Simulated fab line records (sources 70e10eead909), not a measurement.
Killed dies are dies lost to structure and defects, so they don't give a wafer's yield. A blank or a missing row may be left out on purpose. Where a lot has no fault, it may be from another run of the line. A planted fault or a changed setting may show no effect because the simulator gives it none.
fab line records | flow nandHarc
record lots=11 | wafers=33 | lastDay=24
route steps=1159 shown A_M1@1057 HYBRID_BOND@1094 THIN_TSV@1119 END@1159
lots with no fault: from the same line, run without faults
startH: start of the lot's first displayed wafer, in hours after the record's first day | waitH: how many hours have passed since the lot's step before this one | " identical to the entry in the row above | L1.1+2: one row covering several wafers at once | - no value present, or no start provided | * or withheld: withheld | < > ~ a bound
route shown NAME@n: NAME is a module with steps in the file, n the number in the route of the first one | usual: mean and standard deviation over wafers with no fault | same: alike in all rows | chamber/n: place in a boat | sites: the reading at each site | _std_site: the standard deviation of these | _edge_site: inner sites' mean taken away from outer sites' mean | radiusMm: how far each site lies from the wafer's centre | mask NAME#n: copy n | behind: the tool/chamber that last shaped the wafer | hold: cause of the lot's hold/its duration in hours/its outcome | device: the transistor (n, p or np) that didn't switch | end of line: at the end of the route, the tests of the same wafers | a step without rows: its recipe alone | killed: at the first sort, the dies lost to defects and structure; wafer yield is something else | map: the dies of a wafer, with x for killed, . for not killed, _ for no die there
set.NAME: the setting as run; set.NAME@STEP: as run at that earlier step | model.NAME: the simulator's own value behind a step, which no gauge read
steps of the route over a sample of lots; a table a step, a row a wafer
services: from which hour (startH, from the record's first day; less than 0 if before it) a tool's chamber was out of use, for how many hours, and why
## steps
# step NHARC_A_M1_PRE_CLEAN_32
# recipe timeS=12 | tempC=370 | rfPowerW=300 | gas=NH3
# usual heaterPowerW=656/58
# same timeS=12
lot.wafer | tool     | chamber | startH | waitH | heaterPowerW
L421.2    | pecvd-01 | 2       | 408.92 | 0.1   | 491
L421.6    | "        | 1       | "      | "     | 598
L421.5    | "        | 2       | "      | "     | 489
L419.3    | pecvd-03 | 0       | 412.06 | 0.1   | 560
L419.2    | "        | 1       | "      | "     | 695
L419.6    | "        | 2       | "      | "     | 744
L424.3    | pecvd-02 | 1       | 414.85 | 0.1   | 724
L424.2    | "        | 0       | "      | "     | 576
L424.6    | "        | 0       | "      | "     | 572
L423.3    | pecvd-01 | 0       | 417.85 | 0.1   | 679
L423.4    | "        | 0       | "      | "     | 675
L423.5    | "        | 2       | "      | "     | 582
L425.1    | pecvd-02 | 1       | 425.73 | 0.1   | 635
L425.5    | "        | 2       | "      | "     | 684
L425.6    | "        | 1       | "      | "     | 642
L422.3    | pecvd-02 | 0       | 430.34 | 0.1   | 625
L422.5    | "        | 2       | "      | "     | 632
L422.6    | "        | 0       | "      | "     | 581
L429.1    | pecvd-01 | 2       | 463.64 | 0.2   | 633
L429.5    | "        | 2       | "      | "     | 643
L429.6    | "        | 0       | "      | "     | 630
L430.1    | pecvd-02 | 2       | 479.48 | 0.7   | 679
L430.6    | "        | 0       | "      | "     | 575
L430.5    | "        | 2       | "      | "     | 695
L432.2    | pecvd-03 | 2       | 487.05 | 0.1   | 609
L432.3    | "        | 0       | "      | "     | 686
L432.5    | "        | 2       | "      | "     | 608
L437.1    | pecvd-01 | 2       | 522.68 | 0.3   | 658
L437.4    | "        | 0       | "      | "     | 690
L437.6    | "        | 1       | "      | "     | 599
L441.3    | pecvd-03 | 0       | 523.01 | 0.5   | 596
L441.1    | "        | 1       | "      | "     | 657
L441.2    | "        | 2       | "      | "     | 747
# step NHARC_HYBRID_BOND_ACTIVATE_00
# recipe timeS=60 | n2FlowSccm=200 | arFlowSccm=0 | biasPowerW=0 | chemistry=N2
# usual drypumpMotorCurrentA=5.6/0.51 | oesProductAu=1.002/0.0084 | rfVppV=64.4/0.91 | showerheadPlenumPTorr=1.80/0.078
# same timeS=60
lot.wafer | tool       | chamber | startH | waitH | drypumpMotorCurrentA | oesProductAu | rfHoursCounterH | rfVppV | showerheadPlenumPTorr
L421.2    | rieDiel-04 | 0       | 413.70 | 0.1   | 5.4                  | 0.997        | 12              | 65.1   | 1.87
L421.6    | "          | 1       | "      | "     | 5.3                  | 1.000        | -               | 63.6   | 1.88
L421.5    | "          | 2       | "      | "     | 5.3                  | 0.997        | -               | 64.3   | 1.77
L419.3    | rieDiel-04 | 3       | 416.78 | 0.1   | 6.5                  | 1.003        | 12              | 65.8   | 1.78
L419.2    | "          | 0       | "      | "     | 5.4                  | 0.996        | 12              | 64.1   | 1.87
L419.6    | "          | 3       | "      | "     | 6.6                  | 1.010        | -               | 63.8   | 1.78
L424.2    | rieDiel-04 | 3       | 419.86 | 0.1   | 6.5                  | 1.010        | 12              | 64.8   | 1.78
L424.3    | "          | 1       | "      | "     | 5.3                  | 1.002        | 11              | 66.0   | 1.88
L424.6    | "          | 3       | "      | "     | 6.5                  | 1.005        | -               | 64.7   | 1.78
L423.4    | rieDiel-10 | 2       | 422.46 | 0.1   | 5.3                  | 1.007        | 22              | 64.4   | 1.65
L423.3    | "          | 0       | "      | "     | 5.6                  | 0.998        | 19              | 63.5   | 1.70
L423.5    | "          | 1       | "      | "     | 5.9                  | 0.997        | -               | 62.8   | 1.65
L425.1    | rieDiel-10 | 0       | 430.75 | 0.1   | 5.6                  | 1.017        | 21              | 63.9   | 1.70
L425.5    | "          | 1       | "      | "     | 5.9                  | 0.994        | -               | 62.9   | 1.65
L425.6    | "          | 2       | "      | "     | 5.3                  | 0.997        | -               | 64.7   | 1.65
L422.3    | rieDiel-04 | 1       | 434.95 | 0.1   | 5.3                  | 0.995        | 13              | 63.9   | 1.88
L422.6    | "          | 1       | "      | "     | 5.3                  | 0.992        | -               | 63.9   | 1.88
L422.5    | "          | 2       | "      | "     | 5.3                  | 0.992        | -               | 62.7   | 1.77
L429.1    | rieDiel-10 | 0       | 468.38 | 0.1   | 5.6                  | 1.006        | 36              | 65.1   | 1.70
L429.6    | "          | 3       | "      | "     | 5.0                  | 0.999        | -               | 65.3   | 1.72
L429.5    | "          | 0       | "      | "     | 5.6                  | 0.983        | -               | 63.8   | 1.70
L430.1    | rieDiel-04 | 3       | 484.29 | 0.1   | 6.5                  | 1.015        | 0               | 64.3   | 1.78
L430.5    | "          | 1       | "      | "     | 5.3                  | 1.009        | -               | 65.5   | 1.88
L430.6    | "          | 2       | "      | "     | 5.3                  | 0.999        | -               | 65.0   | 1.77
L432.3    | rieDiel-12 | 2       | 491.78 | 0.1   | 4.8                  | 0.996        | 33              | 63.9   | 1.91
L432.2    | "          | 3       | "      | "     | 5.3                  | 0.995        | 33              | 64.2   | 1.89
L432.5    | "          | 0       | "      | "     | 5.5                  | 0.991        | -               | 65.9   | 1.89
L437.1    | rieDiel-04 | 3       | 527.36 | 0.1   | 6.5                  | 1.014        | 4               | 64.3   | 1.77
L437.4    | "          | 1       | "      | "     | 5.3                  | 1.005        | 5               | 65.2   | 1.88
L437.6    | "          | 0       | "      | "     | 5.4                  | 1.006        | -               | 63.8   | 1.87
L441.1    | rieDiel-04 | 1       | 527.85 | 0.1   | 5.2                  | 1.006        | 5               | 64.9   | 1.88
L441.3    | "          | 2       | "      | "     | 5.3                  | 1.010        | 4               | 64.2   | 1.77
L441.2    | "          | 3       | "      | "     | 6.5                  | 1.017        | 4               | 64.1   | 1.78
# step NHARC_THIN_TSV_ETCH_44
# recipe targetDepthA=15942 | timeS=797.1 | cf4FlowSccm=150 | o2FlowSccm=10 | arFlowSccm=0 | rfW=300 | biasW=800 | chemistry=CF4/O2
# usual cf4FlowSccm=150.0/0.5 | drypumpMotorCurrentA=5.7/0.42 | oesProductAu=1.000/0.0081 | rfVppV=794/4.4 | showerheadPlenumPTorr=1.83/0.068 | throttleValvePct=16.914/0.0081
# same timeS=797.1
lot.wafer | tool       | chamber | startH | waitH | cf4FlowSccm | drypumpMotorCurrentA | oesProductAu | rfHoursCounterH | rfVppV | showerheadPlenumPTorr | throttleValvePct
L421.2    | rieDiel-02 | 3       | 424.92 | 0.2   | 149.3       | 5.5                  | 1.000        | 6               | 793    | 1.79                  | 16.914
L421.5    | "          | 1       | "      | "     | 150.2       | 6.1                  | 1.007        | -               | 787    | 1.74                  | 16.909
L421.6    | "          | 2       | "      | "     | 148.5       | 6.0                  | 0.994        | -               | 796    | 1.85                  | 16.923
L419.2    | rieDiel-06 | 3       | 430.99 | 0.1   | 150.6       | 5.0                  | 1.001        | 0               | 795    | 1.85                  | 16.919
L419.3    | "          | 2       | "      | "     | 149.5       | 5.6                  | 1.011        | 0               | 804    | 1.96                  | 16.924
L419.6    | "          | 3       | "      | "     | 150.3       | 5.0                  | 1.011        | -               | 794    | 1.85                  | 16.921
L424.2    | rieDiel-03 | 2       | 432.98 | 0.1   | 149.6       | 5.0                  | 0.998        | 4               | 791    | 1.77                  | 16.917
L424.3    | "          | 1       | "      | "     | 150.2       | 5.9                  | 0.997        | 3               | 794    | 1.81                  | 16.919
L424.6    | "          | 2       | "      | "     | 149.7       | 5.0                  | 0.998        | -               | 791    | 1.77                  | 16.893
L423.3    | rieDiel-02 | 0       | 437.85 | 0.2   | 150.9       | 5.5                  | 1.006        | 8               | 789    | 1.73                  | 16.909
L423.4    | "          | 1       | "      | "     | 150.0       | 6.1                  | 1.000        | 8               | 790    | 1.74                  | 16.915
L423.5    | "          | 3       | "      | "     | 150.6       | 5.5                  | 0.999        | -               | 791    | 1.79                  | 16.924
L425.1    | rieDiel-06 | 3       | 444.76 | 0.2   | 150.7       | 5.0                  | 1.001        | 2               | 794    | 1.85                  | 16.907
L425.5    | "          | 0       | "      | "     | 149.7       | 6.0                  | 0.996        | -               | 798    | 1.89                  | 16.902
L425.6    | "          | 3       | "      | "     | 150.7       | 5.0                  | 0.998        | -               | 796    | 1.85                  | 16.929
L422.3    | rieDiel-02 | 3       | 445.86 | 0.2   | 149.9       | 5.5                  | 1.003        | 8               | 793    | 1.79                  | 16.912
L422.5    | "          | 0       | "      | "     | 150.0       | 5.5                  | 1.010        | -               | 786    | 1.73                  | 16.904
L422.6    | "          | 1       | "      | "     | 150.5       | 6.1                  | 0.996        | -               | 789    | 1.74                  | 16.906
L429.1    | rieDiel-03 | 0       | 483.09 | 0.2   | 150.1       | 6.1                  | 1.001        | 8               | 797    | 1.89                  | 16.916
L429.5    | "          | 2       | "      | "     | 150.2       | 5.1                  | 1.009        | -               | 792    | 1.77                  | 16.914
L429.6    | "          | 3       | "      | "     | 149.8       | 5.0                  | 0.983        | -               | 793    | 1.80                  | 16.915
L430.1    | rieDiel-06 | 2       | 501.74 | 0.1   | 149.4       | 5.6                  | 0.996        | 4               | 802    | 1.96                  | 16.918
L430.6    | "          | 1       | "      | "     | 150.3       | 6.2                  | 0.994        | -               | 800    | 1.90                  | 16.908
L430.5    | "          | 2       | "      | "     | 149.8       | 5.6                  | 1.005        | -               | 802    | 1.96                  | 16.912
L432.3    | rieDiel-06 | 0       | 504.62 | 0.2   | 151.0       | 5.9                  | 0.990        | 5               | 799    | 1.89                  | 16.910
L432.2    | "          | 1       | "      | "     | 149.4       | 6.1                  | 0.999        | 5               | 796    | 1.90                  | 16.906
L432.5    | "          | 2       | "      | "     | 149.7       | 5.6                  | 1.004        | -               | 801    | 1.96                  | 16.926
L437.1    | rieDiel-06 | 2       | 540.18 | 0.2   | 150.2       | 5.6                  | 1.006        | 7               | 801    | 1.96                  | 16.918
L437.4    | "          | 3       | "      | "     | 149.7       | 5.0                  | 1.005        | 8               | 795    | 1.85                  | 16.910
L437.6    | "          | 1       | "      | "     | 148.8       | 6.2                  | 0.993        | -               | 799    | 1.90                  | 16.926
L441.2    | rieDiel-03 | 3       | 542.59 | 0.1   | 150.0       | 5.0                  | 0.995        | 16              | 793    | 1.80                  | 16.915
L441.3    | "          | 0       | "      | "     | 149.9       | 6.1                  | 1.001        | 15              | 797    | 1.89                  | 16.907
L441.1    | "          | 1       | "      | "     | 149.1       | 5.8                  | 0.987        | 15              | 791    | 1.80                  | 16.921
# step NHARC_THIN_TSV_PVD_19
# recipe targetThkA=200 | chamberPressurePa=5 | material=TaN
# usual throttleValvePct=29.7/0.98
lot.wafer | tool          | chamber | startH | waitH | throttleValvePct
L421.2    | pvdSputter-03 | -       | -      | -     | 30.0
L421.6    | "             | -       | "      | "     | 30.3
L421.5    | "             | -       | "      | "     | 30.3
L419.2    | pvdSputter-03 | -       | -      | -     | 28.3
L419.3    | "             | -       | "      | "     | 30.2
L419.6    | "             | -       | "      | "     | 29.2
L424.2    | pvdSputter-03 | -       | -      | -     | 29.9
L424.3    | "             | -       | "      | "     | 28.0
L424.6    | "             | -       | "      | "     | 30.5
L423.4    | pvdSputter-03 | -       | -      | -     | 30.1
L423.3    | "             | -       | "      | "     | 30.2
L423.5    | "             | -       | "      | "     | 29.6
L425.1    | pvdSputter-02 | -       | -      | -     | 31.1
L425.5    | "             | -       | "      | "     | 30.7
L425.6    | "             | -       | "      | "     | 30.9
L422.3    | pvdSputter-02 | -       | -      | -     | 29.6
L422.5    | "             | -       | "      | "     | 29.6
L422.6    | "             | -       | "      | "     | 30.7
L429.1    | pvdSputter-02 | -       | -      | -     | 30.0
L429.6    | "             | -       | "      | "     | 28.9
L429.5    | "             | -       | "      | "     | 29.6
L430.1    | pvdSputter-02 | -       | -      | -     | 29.7
L430.6    | "             | -       | "      | "     | 29.9
L430.5    | "             | -       | "      | "     | 30.7
L432.2    | pvdSputter-03 | -       | -      | -     | 30.3
L432.3    | "             | -       | "      | "     | 30.0
L432.5    | "             | -       | "      | "     | 27.8
L437.1    | pvdSputter-03 | -       | -      | -     | 29.1
L437.4    | "             | -       | "      | "     | 27.5
L437.6    | "             | -       | "      | "     | 30.4
L441.3    | pvdSputter-03 | -       | -      | -     | 28.9
L441.2    | "             | -       | "      | "     | 27.8
L441.1    | "             | -       | "      | "     | 30.1
# step NHARC_END_SORT_01
# recipe tempC=25
# usual defectLimitedYield=95.8/1.2 | killedAtArray=24/7.4 | killedAtOther=0.5/0.81 | killedAtPeriphery=3.4/2.3 | killedDies=28/8 | killedOpen=3.4/1.8 | killedShort=2.0/1.4 | sort_bin_2_pct=1.3/0.54 | sort_bin_3_pct=0.23/0.2 | sort_bin_4_pct=2.7/0.77 | sortNPass=649/8 | sortRimYieldPct=94.2/2.7 | sortYieldPct=95.8/1.2
# same grossDies=677 | sort_bin_5_pct[%]=0 | sort_bin_6_pct[%]=0 | sort_bin_7_pct[%]=0 | sort_bin_8_pct[%]=0 | sortRimNGross=106.00
lot.wafer | tool      | chamber | startH | waitH | defectLimitedYield[%] | killedAtArray | killedAtOther | killedAtPeriphery | killedDies | killedOpen | killedShort | sort_bin_2_pct[%] | sort_bin_3_pct[%] | sort_bin_4_pct[%] | sortNPass | sortRimYieldPct[%] | sortYieldPct[%]
L430.1    | prober-02 | 0       | 524.86 | 2.5   | 97.6                  | 15            | 1             | 0                 | 16         | 3          | 1           | 0.9               | 0.15              | 1.3               | 661       | 93.4               | 97.6
L430.5    | prober-02 | 0       | 528.07 | 3.7   | 97.5                  | 16            | 0             | 1                 | 17         | 2          | 2           | 0.7               | 0                 | 1.8               | 660       | 95.3               | 97.5
L430.6    | prober-02 | 0       | 528.87 | 4.0   | 89.8                  | 68            | 0             | 1                 | 69         | 0          | 2           | 3.8               | 2.22              | 4.1               | 608       | 84.0               | 89.8
# killed by level:class
L430.1 A_CHANNEL_HOLE_D1:chamberFilmFlake=6 A_STAIRCASE:chamberFilmFlake=3 A_CONTACT:chamberFilmFlake=3 A_M0:geometricParticle:open=2 A_CONTACT:geometricParticle:open=1 STARTING-WAFER:geometricParticle:short=1
L430.5 A_CHANNEL_HOLE_D1:chamberFilmFlake=9 A_STAIRCASE:chamberFilmFlake=3 A_WL_FILL:geometricParticle:short=2 A_CHANNEL_FILL_D1:geometricParticle:open=1 A_M1:geometricParticle:open=1 P_ZERO_WELL:chamberFilmFlake=1
L430.6 A_M1:unspecified=49 A_CHANNEL_HOLE_D1:chamberFilmFlake=9 A_STAIRCASE:chamberFilmFlake=5 A_CONTACT:chamberFilmFlake=2 A_CHANNEL_FILL_D1:geometricParticle:short=1 A_M0:geometricParticle:short=1 P_M2:chamberFilmFlake=1 A_ZERO_WELL:chamberFilmFlake=1
## services
tool          | chamber | startH | hours | kind
rieDiel-03    | -       | 392.52 | 9.0   | pm
rieDiel-04    | 0       | 395.90 | -     | clean
rieDiel-04    | 1       | 395.90 | -     | clean
rieDiel-04    | 2       | 395.90 | -     | clean
pvdSputter-02 | -       | 396.29 | 10.0  | pm
rieDiel-04    | -       | 396.78 | 0.3   | repair
pecvd-03      | -       | 416.29 | 0.8   | repair
pecvd-01      | -       | 418.19 | 13.0  | pm
rieDiel-06    | -       | 418.20 | 9.0   | pm
rieDiel-10    | 2       | 425.16 | 2.2   | repair
rieDiel-06    | 2       | 441.79 | 7.6   | repair
pecvd-02      | 2       | 443.88 | 5.0   | repair
rieDiel-10    | 2       | 445.18 | 28.2  | repair
pvdSputter-03 | -       | 458.00 | 10.0  | pm
rieDiel-04    | -       | 465.90 | 9.0   | pm
rieDiel-03    | 2       | 471.40 | 2.2   | repair
pecvd-03      | -       | 473.28 | 13.0  | pm
rieDiel-03    | 1       | 483.38 | 5.1   | repair
rieDiel-02    | 2       | 490.50 | 7.8   | repair
rieDiel-02    | -       | 504.77 | 9.0   | pm
pecvd-02      | -       | 515.04 | 13.0  | pm
rieDiel-12    | 0       | 517.68 | 12.1  | repair
rieDiel-10    | -       | 531.23 | 9.0   | pm
pvdSputter-02 | -       | 541.73 | 32.2  | repair
## key
firstSign step=NHARC_END_SORT_01 | reading=killedAtArray | direction=up | sigmas=5.9 | usual=24 | struck=68
effect step=NHARC_END_SORT_01 | reading=killedDies | direction=up | sigmas=5.1 | usual=28 | struck=69
moreKillsBornAt NHARC_A_M1_PRE_CLEAN_32@pecvd-02=49
metAt NHARC_A_M1_PRE_CLEAN_32
struckLots L430
struckWafers L430.6
notActingAt NHARC_HYBRID_BOND_ACTIVATE_00,NHARC_THIN_TSV_ETCH_44,NHARC_THIN_TSV_PVD_19
onsetBetween 430.34 479.48
fault kind=chamberParticleSource | tool=pecvd-02 | chamber=0 | onsetH=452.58 | steps=NHARC_A_M1_PRE_CLEAN_32 | ratePerVisitCm2=0.40752
